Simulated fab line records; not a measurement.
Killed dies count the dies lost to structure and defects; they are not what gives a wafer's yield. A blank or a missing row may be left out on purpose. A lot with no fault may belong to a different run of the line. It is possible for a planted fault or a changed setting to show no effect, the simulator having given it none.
Problem report in the 8D (eight disciplines) form, filled by code -- flow nandHarc -- the parts of the form that need people (team, actions taken, sign-off) are left out

== 1. THE PROBLEM ==
Mean of killedAtArray at NHARC_END_SORT_01: 670 across 6 wafers in 2 lots; on wafers with no fault it is 29 (standard deviation 10). That puts it +64 standard deviations away from the usual mean.
First seen on wafer L302.1, day 21 10:19, on prober-02. Wafers with a number at this step in the record: 6, from 2 lots. Rule for "out" (also "out of limits"): further than 4 standard deviations from the usual mean. The other wafers with a number count as sound.

== 2. WHAT IT IS; WHAT IT IS NOT ==
question,is,is not
which readings at this step,"killedAtArray, killedDies","killedAtOther, killedOpen, killedShort"
which lots,"L302, L306",-
which wafers of those lots,all that have a number,-
read on which gauges,prober-02,-
when,from day 21 10:19,up to then (0 sound wafers)

== 3. SUSPECTS, AND WHAT RULES EACH OUT ==
Counting: a tool at a process step up to the reading stays a suspect if it ran every lot that is out and no sound lot after the first of them.
- the gauge at NHARC_END_SORT_01: kept. All the wafers that are out were read on prober-02, and no step on other tools shows them out.
- harCapEtch-02 at NHARC_A_CONTACT_ETCH_119 (etches the open film in C4F8/O2/Ar, time 94 s, target depth 922 nm): kept. It ran every lot that is out, first L302 (day 17 20:56), and no sound lot after that.
- harCapEtch-02 at NHARC_A_CONTACT_ETCH_120 (etches the open film in C4F8/O2/Ar, time 94 s, target depth 922 nm): kept. It ran every lot that is out, first L302 (day 17 21:02), and no sound lot after that.
- harCapEtch-02 at NHARC_A_CONTACT_ETCH_123 (etches the open film in C4F8/O2/Ar, time 253 s, target depth 1090 nm): kept. It ran every lot that is out, first L302 (day 17 21:18), and no sound lot after that.
Left after counting: harCapEtch-02 at NHARC_A_CONTACT_ETCH_119, harCapEtch-02 at NHARC_A_CONTACT_ETCH_120, harCapEtch-02 at NHARC_A_CONTACT_ETCH_123, prober-02 at NHARC_END_SORT_01.

== 4. THE CAUSE (what the simulator had put in) ==
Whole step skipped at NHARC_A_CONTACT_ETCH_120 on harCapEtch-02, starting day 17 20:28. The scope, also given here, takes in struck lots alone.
Counting left 4 suspects, and this tool is among them.

== 5. THE EFFECT CHAIN, in route order ==
One row per reading whose mean, taken over the struck wafers that have a number, lies over 3 standard deviations from the usual. Scope: only readings with a usual standard deviation given in the record; hours: median across lots of the time from each lot's start at the first step in this table that gives one to its start at this step; sigmas: change in usual standard deviations.
hours,step,reading,usual,on struck wafers,change,sigmas
0,NHARC_END_SORT_01,killedAtArray,29,670,+641,+64
0,NHARC_END_SORT_01,killedDies,33,677,+644,+59
Readings that are blank on the struck wafers while sound wafers have them: chamberPressureMTorr at NHARC_A_CONTACT_ETCH_120; oesAirLineAu at NHARC_A_CONTACT_ETCH_120.

== 6. HOW IT WOULD HAVE BEEN CAUGHT EARLIER ==
In this record the first reading out of limits at a measuring or inspecting step was taken at day 21 10:19, 86 hours after the fault began at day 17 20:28.
At NHARC_A_CONTACT_ETCH_120 the tool's readings are blank on the struck wafers, where sound wafers have them: an empty tool record is the first sign, and it was there at once.
Lots out: 2; all had begun NHARC_A_CONTACT_ETCH_120 on harCapEtch-02 by day 21 10:19. Holding the tool at that point would not have protected any of them.
